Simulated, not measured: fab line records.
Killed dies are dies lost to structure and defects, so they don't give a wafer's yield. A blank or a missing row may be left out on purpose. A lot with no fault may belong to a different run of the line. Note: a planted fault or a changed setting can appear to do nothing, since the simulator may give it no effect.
fab line records | flow nand-harc
record: lots: 5 wafers: 15 last-day: 33
route steps=1302 shown P_CONTACT@248 P_M0@253 END@1302
lots with no fault: from the same line, run without faults
start-h: start of the lot's first displayed wafer, in hours after the record's first day | wait-h: hours from the lot's prior step to this one | " the same as in the row above | L1.1+2: one row covering several wafers at once | - either no value or no given start | * or withheld: withheld | < > ~ a bound
route shown NAME@n: a module of which the file shows steps, and the number in the route of the first | usual: mean/standard deviation of fault-free wafers | same: alike in all rows | chamber/n: place in a boat | sites: per-site readings | _std_site: the standard deviation of these | _edge_site: mean of outer sites minus mean of inner sites | radius-mm: for every site, how far away it sits from the centre of the wafer | mask NAME#n: copy n | behind: the most recent tool/chamber to have shaped the wafer | hold: reason for holding the lot/hours on hold/outcome of the hold | device: whichever transistor did not switch (one of n, p or np) | end of line: at the end of the route, the tests of the same wafers | a step without rows: its recipe alone | killed: at the first sort, the dies lost to defects and structure; wafer yield is something else | map: the dies of a wafer, with x for killed, . for not killed, _ for no die there
set.NAME: the setting the step ran with; set.NAME@STEP: the setting that earlier step ran with | model.NAME: the simulator's own value behind a step, which no gauge read
lots seen at some steps along the route; tables by step, rows by wafer
services: the hour from which a tool's chamber was out of use, counted from the record's first day as start-h (under 0 if before that day), plus the number of hours and why
== steps ==
step: NHARC_P_CONTACT_CVD_23
recipe: target-thk-a: 2000 temp-c: 300 pressure-torr: 40 wf6-flow-sccm: 40 h2-flow-sccm: 1600 ar-flow-sccm: 1560 time-s: 557 material: W
usual: heater-power-w: 487/44 mfc-h2-sccm: 1600/4.7 throttle-valve-pct: 8.3/0.34
columns lot.wafer tool chamber start-h wait-h heater-power-w mfc-h2-sccm throttle-valve-pct
L772.1 cvd-w-01 0 - - 504 1598 8.0
L772.4 " 1 " " 484 1602 8.3
L772.6 " 0 " " 510 1602 8.1
L781.2 cvd-w-01 1 - - 445 1598 8.6
L781.1 " 0 " " 523 1595 8.0
L781.3 " 0 " " 521 1599 7.8
L786.3 cvd-w-01 1 - - 457 1609 8.5
L786.4 " 0 " " 529 1606 7.8
L786.6 " 0 " " 513 1604 7.9
L787.1 cvd-w-01 0 - - 518 1597 7.8
L787.2 " 1 " " 463 1598 8.8
L787.5 " 0 " " 522 1591 8.1
L794.2 cvd-w-02 0 - - 427 1594 8.6
L794.4 " 1 " " 548 1611 8.3
L794.5 " 1 " " 552 1612 8.2
step: NHARC_P_CONTACT_CMP_24
recipe: t-overpolish-s: 30 target-thk-nm: 200
usual: edge-zone-pressure-frac: 1.000/0.0049 motor-current-A: 11.8/1.4 overpolish-run-s: 30.001/0.0094 retaining-ring-pressure-frac: 0.999/0.005 time-to-endpoint-s: 41.1/2.3
columns lot.wafer tool chamber start-h wait-h edge-zone-pressure-frac motor-current-A overpolish-run-s retaining-ring-pressure-frac time-to-endpoint-s
L772.1 cmp-04 3 132.78 0.6 1.004 12.6 30.003 1.003 43.3
L772.4 " 0 " " 1.006 10.4 30.002 1.001 41.7
L772.6 " 2 " " 1.003 10.4 30.007 1.001 43.4
L781.1 cmp-01 3 220.69 0.5 0.997 11.3 30.019 0.991 39.2
L781.3 " 1 " " 1.004 10.3 29.995 1.002 36.0
L781.2 " 2 " " 1.005 12.6 30.028 0.999 38.5
L786.3 cmp-01 3 266.91 0.4 1.000 11.2 30.005 1.000 42.6
L786.4 " 0 " " 0.989 14.4 30.012 0.994 41.6
L786.6 " 3 " " 0.995 11.6 30.003 0.993 40.1
L787.1 cmp-01 0 282.81 0.6 0.997 14.3 29.991 1.001 42.0
L787.2 " 1 " " 0.995 9.9 30.001 0.989 41.3
L787.5 " 1 " " 0.998 10.1 30.022 0.994 39.7
L794.2 cmp-04 1 353.74 0.6 0.993 11.5 29.997 0.993 38.8
L794.4 " 3 " " 1.002 12.4 29.998 1.008 38.4
L794.5 " 1 " " 0.999 10.7 30.017 1.001 39.4
step: NHARC_P_CONTACT_SRD_26
step: NHARC_P_CONTACT_INSPECT_27
usual: raw-defect-count: 292/140
columns lot.wafer tool chamber start-h wait-h raw-defect-count
L772.1 defect-inspect-01 - 133.13 0.1 196
L772.4 " - " " 277
L772.6 " - " " 347
L781.1 defect-inspect-01 - 221.09 0.1 213
L781.2 " - " " 440
L781.3 " - " " 396
L786.3 defect-inspect-02 - 267.28 0.1 379
L786.4 " - " " 462
L786.6 " - " " 526
L787.1 defect-inspect-01 - 283.21 0.1 224
L787.2 " - " " 231
L787.5 " - " " 340
L794.2 defect-inspect-01 - 354.12 0.1 356
L794.4 " - " " 397
L794.5 " - " " 262
step: NHARC_P_M0_DEP_00
recipe: target-thk-a: 1500 target-thk-nm: 150 temp-c: withheld pressure-torr: 5 flow-sccm: 200 rf-w: 600 material: SiOC
step: NHARC_P_M0_DEHYDRATE_01
recipe: temp-c: 150 time-s: 120
step: NHARC_P_M0_HMDS_02
recipe: time-s: 30
step: NHARC_P_M0_COAT_33
recipe: temp-c: 200 time-s: 65
step: NHARC_P_M0_COAT_03
recipe: spin-rpm: 1500 resist-thk-nm: 90
step: NHARC_P_M0_SOFTBAKE_04
recipe: temp-c: 105 time-s: 55
step: NHARC_P_M0_EBR_05
step: NHARC_P_M0_EXPOSE_06
recipe: na: 1.35 target-cd-nm: 90 dose-mj: 81.28 mask-id: P_M0
usual: exposure-dose-mJ-cm2: 81.19/0.098
columns lot.wafer tool chamber start-h wait-h mask exposure-dose-mJ-cm2
L772.1 arfi-scanner-02 0 133.91 - P_M0#0 81.50
L772.4 " 0 " " P_M0#0 81.24
L772.6 " 0 " " P_M0#0 81.41
L781.1 arfi-scanner-03 0 221.86 - P_M0#0 81.79
L781.2 " 0 " " P_M0#0 81.86
L781.3 " 0 " " P_M0#0 81.97
L786.3 arfi-scanner-01 0 268.06 - P_M0#0 81.29
L786.4 " 0 " " P_M0#0 81.28
L786.6 " 0 " " P_M0#0 81.30
L787.1 arfi-scanner-03 0 284.00 - P_M0#0 81.08
L787.2 " 0 " " P_M0#0 81.03
L787.5 " 0 " " P_M0#0 81.11
L794.2 arfi-scanner-03 0 354.89 - P_M0#0 81.22
L794.4 " 0 " " P_M0#0 81.20
L794.5 " 0 " " P_M0#0 81.25
step: NHARC_P_M0_PEB_07
recipe: peb-temp-c: 100 peb-time-s: 65
step: NHARC_P_M0_DEVELOP_08
recipe: develop-time-s: 35 dev-temp-c: 23
step: NHARC_P_M0_CD_MEAS_09
recipe: target-cd-nm: 90 landing-energy-ev: 500
usual: cd-nm: 89.8/0.54
columns lot.wafer tool chamber start-h wait-h cd-nm
L772.1 cd-sem-03 0 134.05 - 89.2
L772.4 " 0 " " 89.4
L772.6 " 0 " " 89.1
L781.1 cd-sem-01 0 222.00 - 86.7
L781.2 " 0 " " 86.7
L781.3 " 0 " " 89.4
L786.3 cd-sem-02 0 268.19 - 90.1
L786.4 " 0 " " 89.8
L786.6 " 0 " " 90.3
L787.1 cd-sem-01 0 284.14 - 89.1
L787.2 " 0 " " 89.7
L787.5 " 0 " " 89.8
L794.2 cd-sem-03 0 355.03 - 90.3
L794.4 " 0 " " 89.7
L794.5 " 0 " " 90.6
step: NHARC_P_M0_OVL_MEAS_10
recipe: pitch-nm: 180
usual: overlay-x-nm: -0.2/0.88 overlay-y-nm: 0.1/0.86
columns lot.wafer tool chamber start-h wait-h overlay-x-nm overlay-y-nm
L772.1 overlay-02 - 134.14 - -0.3 -0.4
L772.4 " - " " 0.0 -0.1
L772.6 " - " " 0.4 -0.4
L781.1 overlay-02 - 222.10 - 0.5 -0.1
L781.2 " - " " 0.3 -0.1
L781.3 " - " " 0.4 0.3
L786.3 overlay-01 - 268.28 - -1.1 1.3
L786.4 " - " " -0.9 1.5
L786.6 " - " " -0.6 1.4
L787.1 overlay-01 - 284.23 - 0.5 1.1
L787.2 " - " " 1.1 1.4
L787.5 " - " " -0.3 0.9
L794.2 overlay-02 - 355.11 - -0.7 0.5
L794.4 " - " " -0.1 1.0
L794.5 " - " " -0.8 0.8
step: NHARC_P_M0_INSPECT_11
usual: raw-defect-count: 4.4/2.6
columns lot.wafer tool chamber start-h wait-h raw-defect-count
L772.1 defect-inspect-02 - 134.17 0.0 7
L772.4 " - " " 5
L772.6 " - " " 9
L781.1 defect-inspect-02 - 222.14 0.0 5
L781.2 " - " " 2
L781.3 " - " " 1
L786.3 defect-inspect-02 - 268.31 0.0 10
L786.4 " - " " 6
L786.6 " - " " 11
L787.1 defect-inspect-02 - 284.26 0.0 2
L787.2 " - " " 3
L787.5 " - " " 5
L794.2 defect-inspect-01 - 355.15 0.0 1
L794.4 " - " " 3
L794.5 " - " " 2
step: NHARC_P_M0_DESCUM_14
recipe: time-s: 3 o2-flow-sccm: 200 ar-flow-sccm: 0 bias-power-w: 0 chemistry: O2
usual: chamber-pressure-mTorr: 60.00/0.056 drypump-motor-current-A: 5.65/0.27 oes-product-au: 1.004/0.0087 rf-vpp-V: 57.9/0.98 showerhead-plenum-p-Torr: 1.95/0.077 throttle-valve-pct: 11.311/0.0096
columns lot.wafer tool chamber start-h wait-h chamber-pressure-mTorr drypump-motor-current-A oes-product-au rf-hours-counter-h rf-vpp-V showerhead-plenum-p-Torr throttle-valve-pct model.P_M0.cd-nm
L772.1 rie-diel-08 1 134.23 0.1 59.97 6.10 1.000 18 57.7 1.90 11.308 89.47
L772.4 " 0 " " 60.03 5.65 0.995 16 58.0 1.91 11.300 89.15
L772.6 " 1 " " 60.11 6.08 1.007 - 56.0 1.90 11.326 89.33
L781.1 rie-diel-08 2 222.20 0.1 60.02 5.30 1.010 7 56.9 2.02 11.331 86.43
L781.3 " 0 " " 60.00 5.64 1.009 1 59.4 1.91 11.308 89.06
L781.2 " 1 " " 59.92 6.14 1.011 7 58.4 1.89 11.318 86.24
L786.4 rie-diel-08 2 268.37 0.1 59.95 5.29 1.005 11 59.1 2.02 11.292 89.41
L786.3 " 0 " " 60.13 5.65 0.996 6 59.9 1.90 11.312 90.49
L786.6 " 3 " " 60.05 5.57 1.000 - 59.3 2.03 11.321 90.19
L787.2 rie-diel-08 2 284.32 0.1 60.06 5.29 0.998 16 57.5 2.02 11.305 89.6
L787.1 " 1 " " 59.91 6.15 1.006 16 57.2 1.89 11.312 89.22
L787.5 " 2 " " 60.00 5.29 0.999 - 57.9 2.02 11.324 89.62
L794.2 rie-diel-08 0 355.22 0.1 60.11 5.64 1.002 21 57.3 1.90 11.325 90.26
L794.4 " 1 " " 60.02 6.09 1.006 24 57.8 1.89 11.309 89.62
L794.5 " 3 " " 60.05 5.60 1.005 - 57.9 2.03 11.291 90.43
step: NHARC_P_M0_ETCH_34
recipe: target-depth-a: 400 overetch-a: 120 time-s: 43.94 ion-energy-ev: 200 n2-flow-sccm: 150 h2-flow-sccm: 150 ar-flow-sccm: 0 rf-w: 400 bias-w: 150 chemistry: N2/H2
usual: chamber-pressure-mTorr: 29.998/0.028 drypump-motor-current-A: 5.66/0.29 oes-product-au: 1.002/0.0091 rf-fwd-power-W: 395.1/1.8 rf-vpp-V: 431.6/2.5 showerhead-plenum-p-Torr: 2.08/0.087 throttle-valve-pct: 14.172/0.0096
columns lot.wafer tool chamber start-h wait-h chamber-pressure-mTorr drypump-motor-current-A oes-product-au rf-fwd-power-W rf-hours-counter-h rf-vpp-V showerhead-plenum-p-Torr throttle-valve-pct
L772.1 rie-diel-08 1 134.32 0.1 30.013 6.14 1.013 397.3 18 430.5 2.02 14.190
L772.4 " 2 " " 29.994 5.28 1.007 395.8 19 435.0 2.16 14.161
L772.6 " 0 " " 29.972 5.64 1.008 396.7 - 430.6 2.04 14.181
L781.2 rie-diel-08 2 222.29 0.1 29.956 5.28 0.998 395.2 7 433.9 2.16 14.171
L781.3 " 3 " " 30.004 5.60 1.014 392.3 7 433.9 2.17 14.190
L781.1 " 0 " " 30.050 5.63 1.013 395.8 1 430.4 2.03 14.161
L786.3 rie-diel-08 1 268.47 0.1 29.991 6.14 0.996 393.5 11 428.8 2.02 14.159
L786.4 " 2 " " 30.007 5.29 0.994 395.7 11 432.7 2.16 14.176
L786.6 " 0 " " 30.024 5.66 1.000 395.3 - 431.8 2.03 14.155
L787.1 rie-diel-08 1 284.42 0.1 29.955 6.13 0.998 394.2 16 431.4 2.01 14.175
L787.2 " 3 " " 30.047 5.63 1.007 389.7 17 434.5 2.17 14.177
L787.5 " 1 " " 29.942 6.11 1.000 395.8 - 428.4 2.01 14.165
L794.2 rie-diel-08 2 355.30 0.1 29.994 5.28 0.981 396.1 25 433.4 2.15 14.173
L794.4 " 0 " " 29.998 5.65 1.007 395.9 21 431.0 2.03 14.177
L794.5 " 2 " " 30.004 5.29 1.000 396.6 - 433.5 2.15 14.181
step: NHARC_P_M0_ETCH_15
recipe: target-depth-a: 1500 overetch-a: 150 time-s: 82.5 c4f8-flow-sccm: withheld ar-flow-sccm: 400 rf-w: 600 bias-w: 300 chemistry: C4F8/Ar
usual: chamber-pressure-mTorr: 25.002/0.022 oes-product-au: 0.960/0.019 rf-fwd-power-W: 595.3/2.2 rf-vpp-V: 442.0/2.4
columns lot.wafer tool chamber start-h wait-h chamber-pressure-mTorr oes-product-au rf-fwd-power-W rf-hours-counter-h rf-vpp-V model.P_M0.cd-nm
L772.4 rie-diel-08 1 - - 25.033 0.979 594.1 18 439.4 89.17
L772.1 " 3 " " 24.994 0.984 593.5 16 444.2 89.36
L772.6 " 0 " " 24.988 0.978 598.2 - 440.6 88.93
L781.2 rie-diel-08 2 - - 25.032 0.967 595.2 7 442.8 86.42
L781.1 " 3 " " 24.997 0.956 592.6 7 445.3 86.67
L781.3 " 0 " " 24.996 0.981 594.1 1 440.3 89.35
L786.3 rie-diel-08 3 - - 25.004 0.949 593.4 12 442.4 90.46
L786.4 " 0 " " 24.955 0.967 594.0 6 440.8 89.28
L786.6 " 1 " " 25.008 0.978 596.9 - 440.9 90.16
L787.1 rie-diel-08 3 - - 24.989 0.945 595.2 17 443.9 89.34
L787.2 " 0 " " 24.997 0.951 596.9 12 439.4 89.76
L787.5 " 2 " " 24.979 0.952 595.0 - 443.5 89.8
L794.2 rie-diel-08 0 - - 24.978 0.960 594.1 21 439.1 89.96
L794.4 " 1 " " 25.001 0.983 593.5 24 440.4 89.37
L794.5 " 0 " " 24.986 0.966 598.3 - 440.4 89.95
step: NHARC_P_M0_CD_MEAS_16
usual: cd-nm: 89.8/0.66
columns lot.wafer tool chamber start-h wait-h cd-nm
L772.1 cd-sem-01 - 134.53 - 89.6
L772.4 " - " " 89.1
L772.6 " - " " 89.1
L781.1 cd-sem-02 - 222.50 - 86.5
L781.2 " - " " 86.5
L781.3 " - " " 89.3
L786.3 cd-sem-01 - 268.68 - 90.8
L786.4 " - " " 89.2
L786.6 " - " " 90.0
L787.1 cd-sem-01 - 284.80 - 89.5
L787.2 " - " " 89.9
L787.5 " - " " 89.8
L794.2 cd-sem-01 - 355.51 - 89.9
L794.4 " - " " 89.4
L794.5 " - " " 90.0
step: NHARC_END_SORT_01
recipe: temp-c: 25
usual: defect-limited-yield: 90/3.3 killed-at-array: 61/22 killed-at-other: 0.8/1 killed-at-periphery: 3.8/2.3 killed-dies: 66/22 killed-open: 3.2/1.9 killed-short: 2.8/1.8
same: gross-dies: 677
columns lot.wafer tool chamber start-h wait-h defect-limited-yield[%] killed-at-array killed-at-other killed-at-periphery killed-dies killed-open killed-short
L772.1 prober-01 0 589.84 2.5 92 45 0 7 52 2 3
L772.4 prober-01 0 592.26 3.4 94 36 0 5 41 2 2
L772.6 prober-01 0 593.87 4.0 94 31 0 10 41 3 5
L781.1 prober-01 0 652.13 2.5 91 50 4 5 59 4 2
L781.2 prober-01 0 652.93 2.8 91 55 4 1 60 4 1
L781.3 prober-01 0 653.74 3.1 93 45 2 1 48 2 5
L786.3 prober-01 0 697.97 3.1 90 58 1 8 67 1 2
L786.4 prober-01 0 698.76 3.4 91 60 1 1 62 3 1
L786.6 prober-01 0 700.35 4.0 91 55 1 8 64 3 4
killed by level:class
L772.1 A_SLIT:chamber-film-flake=29 A_CHANNEL_HOLE_D2:chamber-film-flake=8 P_M1:geometric-particle:short=2 P_GATE:chamber-film-flake=2 A_CHANNEL_HOLE_D1:chamber-film-flake=2 A_CONTACT:chamber-film-flake=2 P_M0:geometric-particle:open=1 A_DECK1_JOINT:geometric-particle:short=1
L772.4 A_SLIT:chamber-film-flake=18 A_CHANNEL_HOLE_D2:chamber-film-flake=7 A_STAIRCASE:chamber-film-flake=3 P_GATE:chamber-film-flake=2 A_CHANNEL_HOLE_D1:chamber-film-flake=2 A_CONTACT:chamber-film-flake=2 P_GATE:geometric-particle:open=1 A_DECK1_JOINT:geometric-particle:short=1
L772.6 A_SLIT:chamber-film-flake=15 A_CHANNEL_HOLE_D2:chamber-film-flake=6 P_STI:chamber-film-flake=3 P_GATE:chamber-film-flake=3 A_CONTACT:chamber-film-flake=2 P_GATE:geometric-particle:short=1 P_CONTACT:geometric-particle:open=1 P_CONTACT:geometric-particle:short=1
L781.1 A_CHANNEL_HOLE_D1:chamber-film-flake=34 A_STAIRCASE:chamber-film-flake=7 THIN_TSV:chamber-film-flake=4 A_CHANNEL_HOLE_D2:unspecified=3 A_CHANNEL_FILL_D1:geometric-particle:open=2 P_STI:chamber-film-flake=2 P_GATE:chamber-film-flake=2 P_GATE:geometric-particle:open=1
L781.2 A_CHANNEL_HOLE_D1:chamber-film-flake=37 A_STAIRCASE:chamber-film-flake=4 THIN_TSV:chamber-film-flake=4 A_CHANNEL_HOLE_D2:unspecified=3 A_SLIT:chamber-film-flake=2 A_CHANNEL_HOLE_D1:geometric-particle:open=1 A_ONON_D2:geometric-particle:short=1 A_ONON_D2:geometric-particle:open=1
L781.3 A_CHANNEL_HOLE_D1:chamber-film-flake=31 A_STAIRCASE:chamber-film-flake=4 A_WL_FILL:geometric-particle:short=2 THIN_TSV:chamber-film-flake=2 P_CONTACT:geometric-particle:short=1 A_ONON_D2:geometric-particle:short=1 A_CHANNEL_HOLE_D2:geometric-particle:open=1 A_CHANNEL_FILL_D2:geometric-particle:short=1
L786.3 A_CHANNEL_HOLE_D1:chamber-film-flake=43 A_SLIT:chamber-film-flake=4 P_ZERO_WELL:chamber-film-flake=3 P_CONTACT:chamber-film-flake=3 A_CONTACT:chamber-film-flake=3 A_BLC:chamber-film-flake=3 P_GATE:chamber-film-flake=2 A_ONON_D1:geometric-particle:open=1
L786.4 A_CHANNEL_HOLE_D1:chamber-film-flake=39 A_WL_FILL:chamber-film-flake=6 A_SLIT:chamber-film-flake=4 A_CONTACT:chamber-film-flake=3 A_BLC:chamber-film-flake=3 A_ONON_D2:geometric-particle:short=1 A_CHANNEL_HOLE_D2:geometric-particle:open=1 A_CHANNEL_FILL_D2:geometric-particle:open=1
L786.6 A_CHANNEL_HOLE_D1:chamber-film-flake=38 P_GATE:chamber-film-flake=3 P_CONTACT:chamber-film-flake=3 A_WL_FILL:chamber-film-flake=3 A_BLC:chamber-film-flake=3 A_WL_FILL:geometric-particle:short=2 A_SLIT:chamber-film-flake=2 A_CONTACT:chamber-film-flake=2
== services ==
columns tool chamber start-h hours kind
cmp-04 - 111.00 4.0 pm
arfi-scanner-02 - 126.71 0.9 repair
arfi-scanner-02 - 140.00 4.0 pm
cmp-01 - 154.51 0.8 repair
arfi-scanner-03 - 157.39 3.9 repair
cmp-01 - 172.66 0.5 repair
rie-diel-08 0 174.86 7.6 repair
cvd-w-01 - 185.31 13.0 pm
cmp-01 - 185.50 4.0 pm
rie-diel-08 - 191.55 9.0 pm
arfi-scanner-03 - 196.00 4.0 pm
rie-diel-08 0 204.61 9.4 repair
cmp-04 - 209.01 4.0 pm
arfi-scanner-03 - 225.28 0.3 repair
cmp-04 - 231.42 3.1 repair
arfi-scanner-02 - 242.33 0.2 repair
arfi-scanner-03 - 250.52 5.9 repair
arfi-scanner-01 - 252.00 4.0 pm
arfi-scanner-02 - 265.92 0.2 repair
cvd-w-02 - 269.42 13.0 pm
cmp-01 - 283.50 4.0 pm
cvd-w-01 - 301.12 1.5 repair
cmp-04 - 307.01 4.0 pm
rie-diel-08 1 318.78 7.6 repair
== key ==
first-sign: step: NHARC_P_M0_EXPOSE_06 reading: exposure-dose-mJ-cm2 direction: up sigmas: 7 usual: 81.19 struck: 81.88
effect: step: NHARC_P_M0_CD_MEAS_09 reading: cd-nm direction: down sigmas: 4.2 usual: 89.8 struck: 87.6 wafers-moved: 2 through: control-loop
effect: step: NHARC_P_M0_CD_MEAS_16 reading: cd-nm direction: down sigmas: 3.6 usual: 89.8 struck: 87.4 wafers-moved: 2 through: control-loop
model-effect: step: NHARC_P_M0_DESCUM_14 value: P_M0.cd-nm without: 89.46 struck: 87.24
model-effect: step: NHARC_P_M0_ETCH_15 value: P_M0.cd-nm without: 89.7 struck: 87.48
met-at NHARC_P_M0_EXPOSE_06
struck-wafers L781.1,L781.2,L781.3
loop-trim: step: NHARC_P_M0_EXPOSE_06 setting: dose lots: L781
fault: kind: process-parameter-drift tool: arfi-scanner-03 chamber: - onset-h: 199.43 steps: NHARC_P_M0_EXPOSE_06 channel: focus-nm offset: 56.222 spread-by-wafer: 0.3 shape: step end-h: 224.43
loop-trim: a control loop set the setting to another value than it would have without faults
